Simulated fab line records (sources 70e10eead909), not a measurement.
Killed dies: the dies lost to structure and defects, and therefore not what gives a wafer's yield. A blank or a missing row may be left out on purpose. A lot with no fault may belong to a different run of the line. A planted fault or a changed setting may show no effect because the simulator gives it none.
fab line records	flow nandHarc
[record] lots = 12	wafers = 36	lastDay = 33
route steps=1302 shown P_CONTACT@242 P_M0@253 END@1302
lots untouched by any fault: they come from a run of this same line in which no faults occurred
startH: hours from the record's first day to the start of the lot's first wafer shown	waitH: hours since the lot's step before	" unchanged from the row above	L1.1+2: a single row standing in for several wafers	- either no value or no given start	* or withheld: withheld	< > ~ a bound
route shown NAME@n: names a module that has steps shown in the file, with the first one's number in the route	usual: mean/standard deviation of fault-free wafers	same: alike in all rows	chamber/n: place in a boat	sites: per-site readings	_std_site: the standard deviation of these	_edge_site: outer sites' mean less inner sites'	radiusMm: how far each site lies from the wafer's centre	mask NAME#n: copy n	behind: tool/chamber where the wafer was last shaped	hold: the reason the lot was held/the length of the hold in hours/how it ended	device: the transistor (n, p or np) that didn't switch	end of line: the tests these same wafers got at the end of their route	where a step has no rows: the recipe by itself	killed: dies that structure and defects cost at the first sort, which is not the same as the wafer's yield	map: the dies of a wafer, with x for killed, . for not killed, _ for no die there
set.NAME: the run value of the setting; set.NAME@STEP: its run value at that earlier step	model.NAME: the simulator's own value behind a step, which no gauge read
the route's steps for a sample of lots (tables are steps, rows are wafers)
services: a tool's chamber out of use, with start hour (startH, from the record's first day; less than 0 if before it), hours out, and reason
[[steps]]
[step NHARC_P_CONTACT_STRIP_28]
[recipe] o2FlowSccm = 500	arFlowSccm = 0	biasW = 0	chemistry = O2
[usual] drypumpMotorCurrentA = 5.9/0.34	o2FlowSccm = 500.1/1.5	oesProductAu = 1.003/0.009	rfVppV = 58.0/0.89	showerheadPlenumPTorr = 3.59/0.15	throttleValvePct = 17.037/0.0085
lot.wafer	tool	chamber	startH	waitH	drypumpMotorCurrentA	o2FlowSccm	oesProductAu	rfHoursCounterH	rfVppV	showerheadPlenumPTorr	throttleValvePct
L628.1	rieDiel-06	2	121.41	0.1	5.8	500.2	1.012	4.9	57.3	3.58	17.033
L628.4	"	3	"	"	5.8	503.2	1.005	4.8	56.8	3.72	17.044
L628.5	"	1	"	"	6.5	498.4	0.998	-	57.4	3.61	17.041
L631.2	rieDiel-10	1	155.41	0.1	5.9	500.8	1.018	5.2	58.0	3.72	17.026
L631.3	"	0	"	"	5.6	501.5	0.993	5.3	57.7	3.75	17.041
L631.5	"	2	"	"	6.2	499.4	1.014	-	57.8	3.50	17.036
L632.3	rieDiel-08	1	167.99	0.1	5.9	501.6	0.999	4.4	57.4	3.74	17.027
L632.1	"	2	"	"	5.5	500.5	1.018	4.2	57.0	3.30	17.032
L632.6	"	3	"	"	5.6	496.9	1.023	-	58.7	3.58	17.038
L637.4	rieDiel-08	1	222.56	0.1	5.9	500.0	1.000	0.6	58.2	3.74	17.036
L637.2	"	2	"	"	5.5	498.9	1.008	0.6	58.0	3.30	17.035
L637.5	"	3	"	"	5.6	500.6	0.999	-	58.6	3.58	17.043
L639.3	rieDiel-06	2	234.02	0.1	5.9	501.8	1.004	1.7	56.0	3.58	17.052
L639.2	"	0	"	"	6.0	500.2	0.996	1.7	58.8	3.36	17.025
L639.6	"	1	"	"	6.5	498.1	0.991	-	58.0	3.60	17.030
L641.1	rieDiel-06	2	268.68	0.1	5.9	500.6	1.012	2.4	58.6	3.58	17.044
L641.4	"	1	"	"	6.5	501.8	0.995	2.8	58.5	3.60	17.037
L641.5	"	2	"	"	5.9	499.3	1.015	-	58.6	3.58	17.042
L643.1	rieDiel-08	0	280.13	0.1	6.0	498.2	0.997	2.0	57.6	3.76	17.029
L643.6	"	1	"	"	5.9	501.2	0.984	-	60.1	3.74	17.040
L643.5	"	2	"	"	5.5	501.2	1.001	-	58.3	3.30	17.031
L644.3	rieDiel-10	0	284.14	0.1	5.6	497.0	1.028	2.0	58.9	3.74	17.027
L644.2	"	1	"	"	5.9	499.8	1.012	2.2	58.4	3.72	17.044
L644.6	"	3	"	"	5.2	500.6	1.011	-	58.3	3.59	17.041
L646.4	rieDiel-06	0	306.41	0.1	6.1	498.0	0.984	3.4	56.6	3.36	17.036
L646.3	"	2	"	"	5.9	500.9	1.013	3.3	59.3	3.57	17.027
L646.6	"	1	"	"	6.5	498.1	0.978	-	57.1	3.60	17.051
L647.1	rieDiel-06	3	318.22	0.1	5.8	500.5	1.010	0.1	57.4	3.72	17.049
L647.2	"	1	"	"	6.5	498.8	0.995	0.1	59.5	3.60	17.044
L647.4	"	2	"	"	5.9	500.0	1.006	0.1	59.0	3.57	17.030
L648.3	rieDiel-10	1	326.37	0.1	5.9	498.4	1.002	5.0	58.7	3.72	17.033
L648.2	"	2	"	"	6.2	498.2	1.002	5.2	59.1	3.50	17.043
L648.6	"	3	"	"	5.2	501.9	0.996	-	57.3	3.59	17.031
L649.4	rieDiel-06	2	339.46	0.1	5.9	499.8	1.001	1.0	57.7	3.57	17.037
L649.2	"	3	"	"	5.8	501.7	1.008	1.0	58.6	3.72	17.036
L649.5	"	3	"	"	5.8	499.1	1.001	-	57.5	3.72	17.023
[step NHARC_P_CONTACT_DEGAS_38]
[recipe] tempC = 300	timeS = 60
[usual] heaterPowerW = 443/33	susceptorTempC = 299.99/0.18
lot.wafer	tool	chamber	startH	waitH	heaterPowerW	susceptorTempC
L628.4	pvdSputter-02	-	122.02	-	476	300.21
L628.1	"	-	"	"	487	300.07
L628.5	"	-	"	"	471	299.66
L631.3	pvdSputter-03	-	156.05	-	405	300.02
L631.2	"	-	"	"	476	299.73
L631.5	"	-	"	"	409	300.22
L632.1	pvdSputter-01	-	168.59	-	484	300.02
L632.3	"	-	"	"	448	299.94
L632.6	"	-	"	"	468	299.72
L637.2	pvdSputter-03	-	223.16	-	413	300.02
L637.4	"	-	"	"	405	300.03
L637.5	"	-	"	"	480	300.12
L639.3	pvdSputter-02	-	234.64	-	472	299.85
L639.2	"	-	"	"	426	299.76
L639.6	"	-	"	"	475	299.66
L641.4	pvdSputter-01	-	269.32	-	470	299.69
L641.1	"	-	"	"	442	300.15
L641.5	"	-	"	"	443	299.70
L643.1	pvdSputter-02	-	280.73	-	473	299.92
L643.6	"	-	"	"	456	300.21
L643.5	"	-	"	"	468	299.90
L644.3	pvdSputter-01	-	284.75	-	450	-
L644.2	"	-	"	"	450	-
L644.6	"	-	"	"	370	-
L646.4	pvdSputter-01	-	307.06	-	438	300.09
L646.3	"	-	"	"	374	300.14
L646.6	"	-	"	"	443	300.05
L647.4	pvdSputter-01	-	318.86	-	379	300.08
L647.2	"	-	"	"	449	299.85
L647.1	"	-	"	"	433	300.13
L648.3	pvdSputter-01	-	326.98	-	376	299.90
L648.2	"	-	"	"	465	300.28
L648.6	"	-	"	"	382	299.86
L649.4	pvdSputter-02	-	340.10	-	449	299.88
L649.2	"	-	"	"	406	300.34
L649.5	"	-	"	"	440	299.89
[step NHARC_P_CONTACT_CVD_23]
[recipe] targetThkA = 2000	tempC = 300	pressureTorr = 40	wf6FlowSccm = 40	h2FlowSccm = 1600	arFlowSccm = 1560	timeS = 557	material = W
[usual] heaterPowerW = 450/42	susceptorTempC = 300.02/0.21	throttleValvePct = 8.10/0.26
lot.wafer	tool	chamber	startH	waitH	heaterPowerW	susceptorTempC	throttleValvePct
L628.1	cvdW-02	1	-	-	493	300.09	8.11
L628.4	"	1	"	"	521	300.16	7.74
L628.5	"	1	"	"	515	300.09	7.83
L631.2	cvdW-01	0	-	-	449	-	8.21
L631.3	"	0	"	"	462	-	8.29
L631.5	"	1	"	"	419	-	7.77
L632.1	cvdW-01	0	-	-	465	299.98	8.39
L632.3	"	0	"	"	448	300.19	8.37
L632.6	"	1	"	"	418	299.99	7.83
L637.2	cvdW-02	1	-	-	511	299.86	7.82
L637.4	"	0	"	"	393	299.69	8.37
L637.5	"	1	"	"	528	300.19	8.16
L639.2	cvdW-02	1	-	-	521	299.99	7.87
L639.3	"	0	"	"	391	300.23	8.24
L639.6	"	1	"	"	505	299.87	7.75
L641.1	cvdW-01	1	-	-	417	300.13	7.64
L641.4	"	0	"	"	471	300.27	7.91
L641.5	"	0	"	"	484	300.19	8.21
L643.1	cvdW-01	0	-	-	478	299.97	8.40
L643.6	"	0	"	"	472	300.18	8.20
L643.5	"	1	"	"	415	300.24	7.97
L644.2	cvdW-01	1	-	-	409	-	7.95
L644.3	"	0	"	"	478	-	8.43
L644.6	"	0	"	"	478	-	8.35
L646.3	cvdW-01	0	-	-	475	300.03	8.55
L646.4	"	1	"	"	418	300.45	8.26
L646.6	"	1	"	"	420	300.26	8.03
L647.1	cvdW-02	0	-	-	424	299.97	8.08
L647.2	"	1	"	"	495	300.20	7.63
L647.4	"	1	"	"	505	300.11	8.09
L648.2	cvdW-02	1	-	-	507	-	7.91
L648.3	"	0	"	"	423	-	8.53
L648.6	"	0	"	"	407	-	8.56
L649.2	cvdW-01	1	-	-	415	300.24	7.82
L649.4	"	0	"	"	479	300.09	8.44
L649.5	"	0	"	"	486	299.97	8.48
[step NHARC_P_M0_DEP_00]
[recipe] targetThkA = 1500	targetThkNm = 150	tempC = withheld	pressureTorr = 5	flowSccm = 200	rfW = 600	material = SiOC
[usual] rfFwdPowerW = 599.0/1.9	showerheadVppV = 1482/56
lot.wafer	tool	chamber	startH	waitH	rfFwdPowerW	showerheadVppV
L628.1	pecvd-02	2	123.63	0.1	599.0	1535
L628.5	"	1	"	"	598.4	1433
L628.4	"	2	"	"	597.5	1517
L631.2	pecvd-02	1	157.60	0.1	596.3	1457
L631.3	"	0	"	"	598.0	1453
L631.5	"	2	"	"	601.4	1521
L632.1	pecvd-04	1	170.16	0.1	595.6	1594
L632.3	"	0	"	"	595.8	1391
L632.6	"	1	"	"	598.1	1567
L637.2	pecvd-04	1	224.77	0.1	695.7	1718
L637.5	"	2	"	"	599.6	1532
L637.4	"	0	"	"	596.5	1356
L639.2	pecvd-04	1	236.25	0.1	694.7	1711
L639.3	"	2	"	"	599.1	1510
L639.6	"	0	"	"	601.1	1402
L641.1	pecvd-02	2	270.92	0.1	596.8	1541
L641.4	"	0	"	"	600.5	1436
L641.5	"	1	"	"	600.4	1435
L643.1	pecvd-02	1	282.29	0.1	600.3	1438
L643.6	"	1	"	"	600.0	1446
L643.5	"	2	"	"	599.4	1518
L644.3	pecvd-01	1	286.34	0.1	599.5	1546
L644.2	"	0	"	"	599.5	1499
L644.6	"	2	"	"	600.9	1445
L646.3	pecvd-02	1	308.65	0.1	596.1	1446
L646.4	"	0	"	"	600.5	1448
L646.6	"	1	"	"	597.4	1453
L647.1	pecvd-04	1	320.45	0.1	602.4	1571
L647.2	"	2	"	"	600.7	1498
L647.4	"	2	"	"	598.6	1504
L648.3	pecvd-02	1	328.54	0.1	601.1	1426
L648.2	"	0	"	"	599.1	1460
L648.6	"	2	"	"	598.2	1525
L649.2	pecvd-01	1	341.75	0.1	600.0	1545
L649.5	"	1	"	"	600.1	1535
L649.4	"	2	"	"	599.3	1429
[step NHARC_END_SORT_01]
[recipe] tempC = 25
[usual] defectLimitedYield = 90.6/2.6	killedAtArray = 58/18	killedAtOther = 1.0/1.5	killedAtPeriphery = 4/3.1	killedDies = 64/18	killedOpen = 3.4/1.9	killedShort = 2.7/1.7
[same] grossDies = 677
lot.wafer	tool	chamber	startH	waitH	defectLimitedYield[%]	killedAtArray	killedAtOther	killedAtPeriphery	killedDies	killedOpen	killedShort
L637.2	prober-01	0	671.32	2.8	92.0	45	1	8	54	3	3
L637.4	prober-01	0	672.92	3.4	90.0	62	0	6	68	5	2
L637.5	prober-01	0	673.73	3.7	90.4	53	1	11	65	4	5
L641.1	prober-02	0	710.93	2.5	93.8	39	0	3	42	6	2
L641.4	prober-02	0	713.30	3.4	93.4	40	0	5	45	2	4
L641.5	prober-02	0	714.10	3.7	92.3	46	0	6	52	1	4
L644.2	prober-02	0	729.72	2.8	87.0	82	2	4	88	6	4
L644.3	prober-02	0	730.52	3.1	90.1	60	1	6	67	3	0
L644.6	prober-02	0	732.91	4.0	90.1	65	0	2	67	0	4
L646.3	prober-02	0	749.44	3.1	86.0	94	0	1	95	2	1
L646.4	prober-02	0	750.25	3.4	86.1	85	3	6	94	6	7
L646.6	prober-02	0	751.85	4.0	87.9	76	3	3	82	2	0
L649.2	prober-01	0	791.20	2.8	89.1	66	0	8	74	4	3
L649.4	prober-01	0	792.79	3.4	91.4	56	0	2	58	0	4
L649.5	prober-01	0	793.59	3.7	89.2	70	0	3	73	3	5
// killed by level:class
L637.2 A_CHANNEL_HOLE_D1:chamberFilmFlake=31 A_CONTACT:chamberFilmFlake=5 P_M0:chamberFilmFlake=3 P_CONTACT:geometricParticle:short=1 A_SOURCE_PLATE:geometricParticle:open=1 A_ONON_D2:geometricParticle:open=1 A_SGD_CUT:geometricParticle:open=1 A_WL_FILL:geometricParticle:short=1
L637.4 A_CHANNEL_HOLE_D1:chamberFilmFlake=42 A_CONTACT:chamberFilmFlake=6 P_STI:chamberFilmFlake=2 P_BONDPAD:chamberFilmFlake=2 A_WL_FILL:chamberFilmFlake=2 P_M0:geometricParticle:open=1 A_CHANNEL_FILL_D1:geometricParticle:open=1 A_CHANNEL_HOLE_D2:geometricParticle:open=1
L637.5 A_CHANNEL_HOLE_D1:chamberFilmFlake=34 P_BONDPAD:chamberFilmFlake=5 A_DECK1_JOINT:chamberFilmFlake=4 A_STAIRCASE:chamberFilmFlake=3 A_WL_FILL:chamberFilmFlake=2 P_CONTACT:geometricParticle:open=1 P_CONTACT:geometricParticle:short=1 P_M0:geometricParticle:short=1
L641.1 A_CHANNEL_HOLE_D1:chamberFilmFlake=8 A_STAIRCASE:chamberFilmFlake=8 P_CONTACT:chamberFilmFlake=3 A_SLIT:chamberFilmFlake=3 A_CONTACT:chamberFilmFlake=3 A_M1:chamberFilmFlake=3 A_CHANNEL_FILL_D1:chamberFilmFlake=2 A_SOURCE_PLATE:geometricParticle:open=1
L641.4 A_CHANNEL_HOLE_D1:chamberFilmFlake=9 A_STAIRCASE:chamberFilmFlake=6 A_CONTACT:chamberFilmFlake=5 A_M1:chamberFilmFlake=5 P_CONTACT:chamberFilmFlake=4 A_SLIT:chamberFilmFlake=4 A_CHANNEL_FILL_D1:geometricParticle:short=2 A_WL_FILL:chamberFilmFlake=2
L641.5 A_SLIT:chamberFilmFlake=11 A_CHANNEL_HOLE_D1:chamberFilmFlake=10 A_CONTACT:chamberFilmFlake=8 A_STAIRCASE:chamberFilmFlake=7 A_CHANNEL_FILL_D1:chamberFilmFlake=3 A_ONON_D1:geometricParticle:short=2 A_DECK1_JOINT:geometricParticle:short=2 P_ZERO_WELL:chamberFilmFlake=2
L644.2 A_SLIT:chamberFilmFlake=27 A_CHANNEL_HOLE_D2:chamberFilmFlake=20 A_CONTACT:chamberFilmFlake=11 A_CHANNEL_HOLE_D1:chamberFilmFlake=6 A_STAIRCASE:chamberFilmFlake=4 P_M2:chamberFilmFlake=3 A_DECK1_JOINT:geometricParticle:open=2 A_WL_FILL:geometricParticle:open=2
L644.3 A_SLIT:chamberFilmFlake=29 A_CHANNEL_HOLE_D2:chamberFilmFlake=13 A_CHANNEL_HOLE_D1:chamberFilmFlake=7 A_CONTACT:chamberFilmFlake=5 A_STAIRCASE:chamberFilmFlake=4 P_M2:chamberFilmFlake=2 P_M0:geometricParticle:open=1 A_CHANNEL_FILL_D2:geometricParticle:open=1
L644.6 A_SLIT:chamberFilmFlake=29 A_CHANNEL_HOLE_D2:chamberFilmFlake=12 A_CONTACT:chamberFilmFlake=6 A_STAIRCASE:chamberFilmFlake=5 A_CHANNEL_HOLE_D1:chamberFilmFlake=4 A_CHANNEL_FILL_D1:chamberFilmFlake=2 A_CHANNEL_FILL_D2:chamberFilmFlake=2 A_ONON_D1:geometricParticle:short=1
L646.3 A_CHANNEL_HOLE_D1:chamberFilmFlake=37 A_SLIT:chamberFilmFlake=32 A_CHANNEL_HOLE_D2:chamberFilmFlake=17 A_CHANNEL_FILL_D1:chamberFilmFlake=2 A_ONON_D1:geometricParticle:short=1 A_CHANNEL_FILL_D1:geometricParticle:open=1 A_M0:geometricParticle:open=1 P_BONDPAD:chamberFilmFlake=1
L646.4 A_CHANNEL_HOLE_D1:chamberFilmFlake=33 A_SLIT:chamberFilmFlake=21 A_CHANNEL_HOLE_D2:chamberFilmFlake=16 A_WL_FILL:chamberFilmFlake=3 THIN_TSV:chamberFilmFlake=3 P_CONTACT:geometricParticle:short=2 A_ONON_D1:geometricParticle:short=2 P_GATE:chamberFilmFlake=2
L646.6 A_CHANNEL_HOLE_D1:chamberFilmFlake=30 A_SLIT:chamberFilmFlake=27 A_CHANNEL_HOLE_D2:chamberFilmFlake=12 THIN_TSV:chamberFilmFlake=3 P_BONDPAD:chamberFilmFlake=2 A_WL_FILL:chamberFilmFlake=2 P_CONTACT:geometricParticle:open=1 A_DECK1_JOINT:geometricParticle:open=1
L649.2 A_SLIT:chamberFilmFlake=34 A_CHANNEL_HOLE_D2:chamberFilmFlake=22 A_WL_FILL:chamberFilmFlake=3 A_M0:geometricParticle:short=2 P_ZERO_WELL:chamberFilmFlake=2 P_GATE:chamberFilmFlake=2 A_CHANNEL_FILL_D1:chamberFilmFlake=2 P_M1:geometricParticle:open=1
L649.4 A_SLIT:chamberFilmFlake=24 A_CHANNEL_HOLE_D2:chamberFilmFlake=19 A_STAIRCASE:chamberFilmFlake=3 A_CHANNEL_FILL_D2:geometricParticle:short=2 A_WL_FILL:chamberFilmFlake=2 A_CONTACT:chamberFilmFlake=2 A_SGD_CUT:geometricParticle:short=1 A_BONDPAD:geometricParticle:short=1
L649.5 A_SLIT:chamberFilmFlake=35 A_CHANNEL_HOLE_D2:chamberFilmFlake=22 A_CONTACT:chamberFilmFlake=3 P_CONTACT:geometricParticle:open=1 P_M0:geometricParticle:short=1 A_SOURCE_PLATE:geometricParticle:short=1 A_ONON_D2:geometricParticle:short=1 A_WL_FILL:geometricParticle:short=1
[[services]]
tool	chamber	startH	hours	kind
pvdSputter-02	-	104.00	10.0	pm
rieDiel-06	-	130.20	9.0	pm
pvdSputter-02	-	138.97	1.7	repair
rieDiel-06	3	147.89	2.6	repair
cvdW-02	-	147.97	0.4	repair
pvdSputter-01	-	170.39	7.5	repair
rieDiel-06	-	175.34	1.2	repair
pecvd-02	-	180.46	1.0	repair
cvdW-01	-	185.00	13.0	pm
pecvd-02	-	200.81	1.3	repair
pecvd-04	-	217.67	0.6	repair
pvdSputter-01	-	226.02	10.0	pm
pecvd-02	-	227.32	13.0	pm
rieDiel-06	2	236.38	5.0	repair
pvdSputter-02	-	237.16	14.7	repair
rieDiel-06	3	255.54	6.7	repair
cvdW-01	-	264.82	1.6	repair
cvdW-02	-	269.00	13.0	pm
pecvd-04	-	269.00	13.0	pm
pecvd-02	-	277.12	0.7	repair
pvdSputter-02	-	282.00	10.0	pm
rieDiel-06	-	307.20	9.0	pm
pecvd-04	-	321.97	77.1	repair
pvdSputter-02	-	332.00	7.5	repair
[[key]]
[firstSign] step = NHARC_P_M0_DEP_00	reading = rfFwdPowerW	direction = up	sigmas = 51	usual = *	struck = *
[effect] step = NHARC_P_M0_DEP_00	reading = showerheadVppV	direction = up	sigmas = 4.1	usual = 1482	struck = 1714
metAt NHARC_P_M0_DEP_00
struckLots L637,L639
struckWafers L637.2,L639.2
notActingAt NHARC_P_CONTACT_STRIP_28,NHARC_P_CONTACT_DEGAS_38,NHARC_P_CONTACT_CVD_23
onsetBetween 170.16 224.77
[fault] kind = processParameterDrift	tool = pecvd-04	chamber = 1	onsetH = 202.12	steps = NHARC_P_M0_DEP_00	channel = rfW	offset = *	shape = step	endH = 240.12	actsIn = *	stated = *
